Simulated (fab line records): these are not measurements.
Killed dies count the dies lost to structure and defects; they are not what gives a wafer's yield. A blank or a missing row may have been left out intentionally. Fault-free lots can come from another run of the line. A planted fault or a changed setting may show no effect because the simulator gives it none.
Which tool was responsible? / flow n5_finfet / 24 lots with 72 wafers sampled at 4 steps, on a route of 1938 steps

## WHAT EACH GAUGE READ, for each wafer
N5_BEOL_M15_INSPECT_12: inspects for defects (macro). Usual: raw_defect_count reads 2.4 (standard deviation 1.3).
lot=L074; measured=day 12 12:29; on=defect_inspect-01; raw_defect_count=4 4 4; flag=
lot=L075; measured=day 13 00:33; on=defect_inspect-01; raw_defect_count=2 1 5; flag=
lot=L077; measured=day 13 06:30; on=defect_inspect-01; raw_defect_count=3 3 1; flag=
lot=L076; measured=day 13 21:19; on=defect_inspect-02; raw_defect_count=2 1 2; flag=
lot=L078; measured=day 13 22:46; on=defect_inspect-02; raw_defect_count=1 1 2; flag=
lot=L079; measured=day 14 02:13; on=defect_inspect-02; raw_defect_count=2 2 3; flag=
lot=L080; measured=day 14 06:38; on=defect_inspect-01; raw_defect_count=2 1 1; flag=
lot=L081; measured=day 14 19:10; on=defect_inspect-02; raw_defect_count=1 1 2; flag=
lot=L082; measured=day 15 01:11; on=defect_inspect-02; raw_defect_count=1 3 0; flag=
lot=L083; measured=day 15 04:51; on=defect_inspect-02; raw_defect_count=2 1 4; flag=
lot=L086; measured=day 15 07:42; on=defect_inspect-01; raw_defect_count=1 4 5; flag=
lot=L084; measured=day 15 10:59; on=defect_inspect-01; raw_defect_count=1 2 3; flag=
lot=L085; measured=day 16 00:23; on=defect_inspect-01; raw_defect_count=3 5 4; flag=
lot=L087; measured=day 16 06:38; on=defect_inspect-01; raw_defect_count=5 2 2; flag=
lot=L088; measured=day 16 11:22; on=defect_inspect-02; raw_defect_count=2 2 1; flag=
lot=L089; measured=day 16 13:42; on=defect_inspect-01; raw_defect_count=3 0 4; flag=
lot=L090; measured=day 16 17:12; on=defect_inspect-01; raw_defect_count=1 3 1; flag=
lot=L092; measured=day 17 08:37; on=defect_inspect-01; raw_defect_count=1 3 4; flag=
lot=L093; measured=day 17 08:47; on=defect_inspect-01; raw_defect_count=5 4 3; flag=
lot=L091; measured=day 17 08:49; on=defect_inspect-01; raw_defect_count=3 2 0; flag=
lot=L094; measured=day 17 11:40; on=defect_inspect-01; raw_defect_count=3 3 4; flag=
lot=L095; measured=day 17 22:19; on=defect_inspect-01; raw_defect_count=2 4 6; flag=
lot=L097; measured=day 18 17:39; on=defect_inspect-01; raw_defect_count=3 1 2; flag=
lot=L096; measured=day 18 22:59; on=defect_inspect-02; raw_defect_count=1 2 2; flag=

N5_BEOL_M15_RS_MEAS_54: measures by four-point-probe. Usual: for M15_RS the level is 0.02146 ohm/sq and the standard deviation is 0.00027.
lot=L074; measured=day 12 18:28; on=film_metro-01; M15_RS (ohm/sq)=0.02164 0.02135 0.02149; flag=
lot=L075; measured=day 13 05:30; on=film_metro-02; M15_RS (ohm/sq)=0.02168 0.02142 0.02122; flag=
lot=L077; measured=day 13 11:35; on=film_metro-01; M15_RS (ohm/sq)=0.02181 0.02094 0.02118; flag=
lot=L076; measured=day 14 05:45; on=film_metro-01; M15_RS (ohm/sq)=0.02132 0.02164 0.02134; flag=
lot=L078; measured=day 14 02:57; on=film_metro-01; M15_RS (ohm/sq)=0.02145 0.0212 0.02157; flag=
lot=L079; measured=day 14 06:13; on=film_metro-02; M15_RS (ohm/sq)=0.02174 0.02165 0.02122; flag=
lot=L080; measured=day 14 14:18; on=film_metro-01; M15_RS (ohm/sq)=0.0215 0.02118 0.02154; flag=
lot=L081; measured=day 15 00:35; on=film_metro-01; M15_RS (ohm/sq)=0.02159 0.02166 0.02155; flag=
lot=L082; measured=day 15 06:16; on=film_metro-02; M15_RS (ohm/sq)=0.0212 0.02122 0.02107; flag=
lot=L083; measured=day 15 10:07; on=film_metro-02; M15_RS (ohm/sq)=0.02154 0.02138 0.02124; flag=
lot=L086; measured=day 15 13:12; on=film_metro-01; M15_RS (ohm/sq)=0.02141 0.02184 0.02147; flag=
lot=L084; measured=day 15 17:25; on=film_metro-02; M15_RS (ohm/sq)=0.02185 0.02157 0.02146; flag=
lot=L085; measured=day 16 05:19; on=film_metro-02; M15_RS (ohm/sq)=0.02105 0.02132 0.02094; flag=
lot=L087; measured=day 16 12:22; on=film_metro-01; M15_RS (ohm/sq)=0.02151 0.02154 0.0216; flag=
lot=L088; measured=day 16 17:42; on=film_metro-02; M15_RS (ohm/sq)=0.02107 0.02148 0.02131; flag=
lot=L089; measured=day 16 18:08; on=film_metro-02; M15_RS (ohm/sq)=0.02149 0.02104 0.02152; flag=
lot=L090; measured=day 16 20:53; on=film_metro-02; M15_RS (ohm/sq)=0.02126 0.02147 0.02142; flag=
lot=L092; measured=day 17 17:22; on=film_metro-02; M15_RS (ohm/sq)=0.02143 0.02143 0.02107; flag=
lot=L093; measured=day 17 17:43; on=film_metro-01; M15_RS (ohm/sq)=0.02201 0.02206 0.02192; flag=
lot=L091; measured=day 17 18:11; on=film_metro-02; M15_RS (ohm/sq)=0.02135 0.02156 0.02193; flag=
lot=L094; measured=day 17 18:29; on=film_metro-02; M15_RS (ohm/sq)=0.0219 0.02178 0.02126; flag=
lot=L095; measured=day 18 01:57; on=film_metro-01; M15_RS (ohm/sq)=0.02141 0.02111 0.02131; flag=
lot=L097; measured=day 18 22:03; on=film_metro-01; M15_RS (ohm/sq)=0.02139 0.02146 0.02162; flag=
lot=L096; measured=day 19 03:45; on=film_metro-01; M15_RS (ohm/sq)=0.02195 0.02151 0.02145; flag=

## EACH LOT AND THE TOOL THAT RAN IT (in order: tool; ch and the chambers of the sampled wafers; start)
lot=L074; N5_BEOL_M14_ANNEAL_48=rtp_anneal-01 ch 0, day 12 11:08; N5_BEOL_M15_STRIP_64=rie_diel-06 ch 1,2,3, day 12 18:28 or earlier
lot=L075; N5_BEOL_M14_ANNEAL_48=rtp_anneal-01 ch 0, day 12 22:53; N5_BEOL_M15_STRIP_64=rie_diel-04 ch 1,2,3, day 13 05:30 or earlier
lot=L077; N5_BEOL_M14_ANNEAL_48=rtp_anneal-02 ch 0, day 13 05:09; N5_BEOL_M15_STRIP_64=rie_diel-04 ch 1,2,3, day 13 11:35 or earlier
lot=L076; N5_BEOL_M14_ANNEAL_48=rtp_anneal-02 ch 0, day 13 19:48; N5_BEOL_M15_STRIP_64=rie_diel-04 ch 0,1,2, day 14 05:45 or earlier
lot=L078; N5_BEOL_M14_ANNEAL_48=rtp_anneal-02 ch 0, day 13 21:17; N5_BEOL_M15_STRIP_64=rie_diel-06 ch 2,3, day 14 02:57 or earlier
lot=L079; N5_BEOL_M14_ANNEAL_48=rtp_anneal-01 ch 0, day 14 00:41; N5_BEOL_M15_STRIP_64=rie_diel-06 ch 0,1,3, day 14 06:13 or earlier
lot=L080; N5_BEOL_M14_ANNEAL_48=rtp_anneal-01 ch 0, day 14 05:19; N5_BEOL_M15_STRIP_64=rie_diel-04 ch 0,1,2, day 14 14:18 or earlier
lot=L081; N5_BEOL_M14_ANNEAL_48=rtp_anneal-01 ch 0, day 14 17:32; N5_BEOL_M15_STRIP_64=rie_diel-01 ch 0,1,2, day 15 00:35 or earlier
lot=L082; N5_BEOL_M14_ANNEAL_48=rtp_anneal-02 ch 0, day 14 23:40; N5_BEOL_M15_STRIP_64=rie_diel-01 ch 0,1,3, day 15 06:16 or earlier
lot=L083; N5_BEOL_M14_ANNEAL_48=rtp_anneal-02 ch 0, day 15 03:20; N5_BEOL_M15_STRIP_64=rie_diel-01 ch 1,2, day 15 10:07 or earlier
lot=L086; N5_BEOL_M14_ANNEAL_48=rtp_anneal-01 ch 0, day 15 06:19; N5_BEOL_M15_STRIP_64=rie_diel-04 ch 0,2,3, day 15 13:12 or earlier
lot=L084; N5_BEOL_M14_ANNEAL_48=rtp_anneal-01 ch 0, day 15 09:29; N5_BEOL_M15_STRIP_64=rie_diel-06 ch 0,1, day 15 17:25 or earlier
lot=L085; N5_BEOL_M14_ANNEAL_48=rtp_anneal-01 ch 0, day 15 22:53; N5_BEOL_M15_STRIP_64=rie_diel-01 ch 2,3, day 16 05:19 or earlier
lot=L087; N5_BEOL_M14_ANNEAL_48=rtp_anneal-01 ch 0, day 16 05:08; N5_BEOL_M15_STRIP_64=rie_diel-06 ch 0,2,3, day 16 12:22 or earlier
lot=L088; N5_BEOL_M14_ANNEAL_48=rtp_anneal-01 ch 0, day 16 09:52; N5_BEOL_M15_STRIP_64=rie_diel-04 ch 0,2, day 16 17:42 or earlier
lot=L089; N5_BEOL_M14_ANNEAL_48=rtp_anneal-01 ch 0, day 16 12:14; N5_BEOL_M15_STRIP_64=rie_diel-06 ch 0,2, day 16 18:08 or earlier
lot=L090; N5_BEOL_M14_ANNEAL_48=rtp_anneal-02 ch 0, day 16 15:47; N5_BEOL_M15_STRIP_64=rie_diel-06 ch 0,2,3, day 16 20:53 or earlier
lot=L092; N5_BEOL_M14_ANNEAL_48=rtp_anneal-02 ch 0, day 17 06:59; N5_BEOL_M15_STRIP_64=rie_diel-01 ch 0,1,2, day 17 17:22 or earlier
lot=L093; N5_BEOL_M14_ANNEAL_48=rtp_anneal-01 ch 0, day 17 07:17; N5_BEOL_M15_STRIP_64=rie_diel-04 ch 1,3, day 17 17:43 or earlier
lot=L091; N5_BEOL_M14_ANNEAL_48=rtp_anneal-02 ch 0, day 17 07:17; N5_BEOL_M15_STRIP_64=rie_diel-06 ch 0,1,2, day 17 18:11 or earlier
lot=L094; N5_BEOL_M14_ANNEAL_48=rtp_anneal-01 ch 0, day 17 10:17; N5_BEOL_M15_STRIP_64=rie_diel-06 ch 0,2,3, day 17 18:29 or earlier
lot=L095; N5_BEOL_M14_ANNEAL_48=rtp_anneal-01 ch 0, day 17 20:56; N5_BEOL_M15_STRIP_64=rie_diel-06 ch 2,3, day 18 01:57 or earlier
lot=L097; N5_BEOL_M14_ANNEAL_48=rtp_anneal-02 ch 0, day 18 16:19; N5_BEOL_M15_STRIP_64=rie_diel-04 ch 1,2,3, day 18 22:03 or earlier
lot=L096; N5_BEOL_M14_ANNEAL_48=rtp_anneal-02 ch 0, day 18 21:35; N5_BEOL_M15_STRIP_64=rie_diel-01 ch 1,2,3, day 19 03:45 or earlier
- N5_BEOL_M14_ANNEAL_48: time 90 s.
- N5_BEOL_M15_STRIP_64: strips in O2.

## AS READ BY THE TOOLS THEMSELVES (means over the sampled wafers that have a number; for cases with no such wafer, the mark the record gives instead)
N5_BEOL_M14_ANNEAL_48. Usual: anneal_temp_c 224.99 C, standard deviation 0.18; wafer_temp_C_max 226.1, standard deviation 0.54.
lot=L074; tool=rtp_anneal-01; anneal_temp_c (C)=225.06; wafer_temp_C_max=226.8; flag=
lot=L075; tool=rtp_anneal-01; anneal_temp_c (C)=224.96; wafer_temp_C_max=226.6; flag=
lot=L077; tool=rtp_anneal-02; anneal_temp_c (C)=225.10; wafer_temp_C_max=225.2; flag=
lot=L076; tool=rtp_anneal-02; anneal_temp_c (C)=224.98; wafer_temp_C_max=225.4; flag=
lot=L078; tool=rtp_anneal-02; anneal_temp_c (C)=225.11; wafer_temp_C_max=225.2; flag=
lot=L079; tool=rtp_anneal-01; anneal_temp_c (C)=224.96; wafer_temp_C_max=226.8; flag=
lot=L080; tool=rtp_anneal-01; anneal_temp_c (C)=225.01; wafer_temp_C_max=226.4; flag=
lot=L081; tool=rtp_anneal-01; anneal_temp_c (C)=224.97; wafer_temp_C_max=226.3; flag=
lot=L082; tool=rtp_anneal-02; anneal_temp_c (C)=224.99; wafer_temp_C_max=225.7; flag=
lot=L083; tool=rtp_anneal-02; anneal_temp_c (C)=224.98; wafer_temp_C_max=225.5; flag=
lot=L086; tool=rtp_anneal-01; anneal_temp_c (C)=225.18; wafer_temp_C_max=226.4; flag=
lot=L084; tool=rtp_anneal-01; anneal_temp_c (C)=224.93; wafer_temp_C_max=226.5; flag=
lot=L085; tool=rtp_anneal-01; anneal_temp_c (C)=224.90; wafer_temp_C_max=226.4; flag=
lot=L087; tool=rtp_anneal-01; anneal_temp_c (C)=224.67; wafer_temp_C_max=226.7; flag=
lot=L088; tool=rtp_anneal-01; anneal_temp_c (C)=224.96; wafer_temp_C_max=226.5; flag=
lot=L089; tool=rtp_anneal-01; anneal_temp_c (C)=224.75; wafer_temp_C_max=226.4; flag=
lot=L090; tool=rtp_anneal-02; anneal_temp_c (C)=225.19; wafer_temp_C_max=225.5; flag=
lot=L092; tool=rtp_anneal-02; anneal_temp_c (C)=225.19; wafer_temp_C_max=225.7; flag=
lot=L093; tool=rtp_anneal-01; anneal_temp_c (C)=225.07; wafer_temp_C_max=226.3; flag=
lot=L091; tool=rtp_anneal-02; anneal_temp_c (C)=225.09; wafer_temp_C_max=225.9; flag=
lot=L094; tool=rtp_anneal-01; anneal_temp_c (C)=225.03; wafer_temp_C_max=226.5; flag=
lot=L095; tool=rtp_anneal-01; anneal_temp_c (C)=224.74; wafer_temp_C_max=226.4; flag=
lot=L097; tool=rtp_anneal-02; anneal_temp_c (C)=225.21; wafer_temp_C_max=225.3; flag=
lot=L096; tool=rtp_anneal-02; anneal_temp_c (C)=224.79; wafer_temp_C_max=225.4; flag=

N5_BEOL_M15_STRIP_64. Usual: drypump_motor_current_A 5.8 A, standard deviation 0.63; oes_product_au 0.80 a.u., standard deviation 0.078; rf_vpp_V 3.7 V, standard deviation 0.5; showerhead_plenum_p_Torr 2.11 Torr, standard deviation 0.073; throttle_valve_pct 16.67 %, standard deviation 0.18.
lot=L074; tool=rie_diel-06; drypump_motor_current_A (A)=5.5; oes_product_au (a.u.)=0.76; rf_vpp_V (V)=4.0; showerhead_plenum_p_Torr (Torr)=2.06; throttle_valve_pct (%)=16.85; flag=
lot=L075; tool=rie_diel-04; drypump_motor_current_A (A)=6.0; oes_product_au (a.u.)=0.78; rf_vpp_V (V)=4.2; showerhead_plenum_p_Torr (Torr)=2.11; throttle_valve_pct (%)=16.73; flag=
lot=L077; tool=rie_diel-04; drypump_motor_current_A (A)=6.0; oes_product_au (a.u.)=0.78; rf_vpp_V (V)=3.5; showerhead_plenum_p_Torr (Torr)=2.11; throttle_valve_pct (%)=16.74; flag=
lot=L076; tool=rie_diel-04; drypump_motor_current_A (A)=5.8; oes_product_au (a.u.)=0.79; rf_vpp_V (V)=4.0; showerhead_plenum_p_Torr (Torr)=2.14; throttle_valve_pct (%)=16.74; flag=
lot=L078; tool=rie_diel-06; drypump_motor_current_A (A)=6.1; oes_product_au (a.u.)=0.81; rf_vpp_V (V)=3.5; showerhead_plenum_p_Torr (Torr)=2.08; throttle_valve_pct (%)=16.80; flag=
lot=L079; tool=rie_diel-06; drypump_motor_current_A (A)=5.4; oes_product_au (a.u.)=0.75; rf_vpp_V (V)=3.6; showerhead_plenum_p_Torr (Torr)=2.06; throttle_valve_pct (%)=16.80; flag=
lot=L080; tool=rie_diel-04; drypump_motor_current_A (A)=5.8; oes_product_au (a.u.)=0.78; rf_vpp_V (V)=3.6; showerhead_plenum_p_Torr (Torr)=2.14; throttle_valve_pct (%)=16.75; flag=
lot=L081; tool=rie_diel-01; drypump_motor_current_A (A)=5.7; oes_product_au (a.u.)=0.75; rf_vpp_V (V)=3.8; showerhead_plenum_p_Torr (Torr)=2.07; throttle_valve_pct (%)=16.67; flag=
lot=L082; tool=rie_diel-01; drypump_motor_current_A (A)=5.9; oes_product_au (a.u.)=0.79; rf_vpp_V (V)=3.6; showerhead_plenum_p_Torr (Torr)=2.09; throttle_valve_pct (%)=16.53; flag=
lot=L083; tool=rie_diel-01; drypump_motor_current_A (A)=6.1; oes_product_au (a.u.)=0.75; rf_vpp_V (V)=3.3; showerhead_plenum_p_Torr (Torr)=2.07; throttle_valve_pct (%)=16.70; flag=
lot=L086; tool=rie_diel-04; drypump_motor_current_A (A)=5.8; oes_product_au (a.u.)=0.81; rf_vpp_V (V)=3.9; showerhead_plenum_p_Torr (Torr)=2.13; throttle_valve_pct (%)=16.68; flag=
lot=L084; tool=rie_diel-06; drypump_motor_current_A (A)=5.4; oes_product_au (a.u.)=0.74; rf_vpp_V (V)=3.5; showerhead_plenum_p_Torr (Torr)=2.09; throttle_valve_pct (%)=16.73; flag=
lot=L085; tool=rie_diel-01; drypump_motor_current_A (A)=5.2; oes_product_au (a.u.)=0.80; rf_vpp_V (V)=3.4; showerhead_plenum_p_Torr (Torr)=2.02; throttle_valve_pct (%)=16.49; flag=
lot=L087; tool=rie_diel-06; drypump_motor_current_A (A)=6.0; oes_product_au (a.u.)=0.88; rf_vpp_V (V)=3.6; showerhead_plenum_p_Torr (Torr)=2.16; throttle_valve_pct (%)=16.61; flag=
lot=L088; tool=rie_diel-04; drypump_motor_current_A (A)=5.6; oes_product_au (a.u.)=0.82; rf_vpp_V (V)=3.4; showerhead_plenum_p_Torr (Torr)=2.15; throttle_valve_pct (%)=16.68; flag=
lot=L089; tool=rie_diel-06; drypump_motor_current_A (A)=6.5; oes_product_au (a.u.)=0.83; rf_vpp_V (V)=4.4; showerhead_plenum_p_Torr (Torr)=2.12; throttle_valve_pct (%)=16.62; flag=
lot=L090; tool=rie_diel-06; drypump_motor_current_A (A)=6.0; oes_product_au (a.u.)=0.87; rf_vpp_V (V)=3.4; showerhead_plenum_p_Torr (Torr)=2.16; throttle_valve_pct (%)=16.63; flag=
lot=L092; tool=rie_diel-01; drypump_motor_current_A (A)=5.6; oes_product_au (a.u.)=0.75; rf_vpp_V (V)=3.5; showerhead_plenum_p_Torr (Torr)=2.06; throttle_valve_pct (%)=16.70; flag=
lot=L093; tool=rie_diel-04; drypump_motor_current_A (A)=5.9; oes_product_au (a.u.)=0.79; rf_vpp_V (V)=3.1; showerhead_plenum_p_Torr (Torr)=2.13; throttle_valve_pct (%)=16.67; flag=
lot=L091; tool=rie_diel-06; drypump_motor_current_A (A)=5.9; oes_product_au (a.u.)=0.87; rf_vpp_V (V)=3.9; showerhead_plenum_p_Torr (Torr)=2.10; throttle_valve_pct (%)=16.55; flag=
lot=L094; tool=rie_diel-06; drypump_motor_current_A (A)=6.0; oes_product_au (a.u.)=0.86; rf_vpp_V (V)=3.1; showerhead_plenum_p_Torr (Torr)=2.15; throttle_valve_pct (%)=16.64; flag=
lot=L095; tool=rie_diel-06; drypump_motor_current_A (A)=6.1; oes_product_au (a.u.)=0.86; rf_vpp_V (V)=3.6; showerhead_plenum_p_Torr (Torr)=2.15; throttle_valve_pct (%)=16.71; flag=
lot=L097; tool=rie_diel-04; drypump_motor_current_A (A)=6.0; oes_product_au (a.u.)=0.74; rf_vpp_V (V)=3.9; showerhead_plenum_p_Torr (Torr)=2.10; throttle_valve_pct (%)=16.81; flag=
lot=L096; tool=rie_diel-01; drypump_motor_current_A (A)=5.7; oes_product_au (a.u.)=0.75; rf_vpp_V (V)=4.0; showerhead_plenum_p_Torr (Torr)=2.04; throttle_valve_pct (%)=16.63; flag=

## THE ANSWER, worked out from the rows above alone
Rule: a lot counts as off when the mean over its wafers that have a number is more than 3 standard deviations away from the usual mean. Also off: a lot with no number at a reading for which 4 or more lots have one. Any other lot the step has rows for is counted as sound. First the gauges in route order, then the tools' own readings, where a lot's mean is used as printed above. The first step at which some lot is off is used, and at that step the reading that is off furthest; a lot without a number counts as furthest.
None of the lots is off at any reading shown; this tells nothing.

## WHAT HAD BEEN PUT IN BY THE SIMULATOR
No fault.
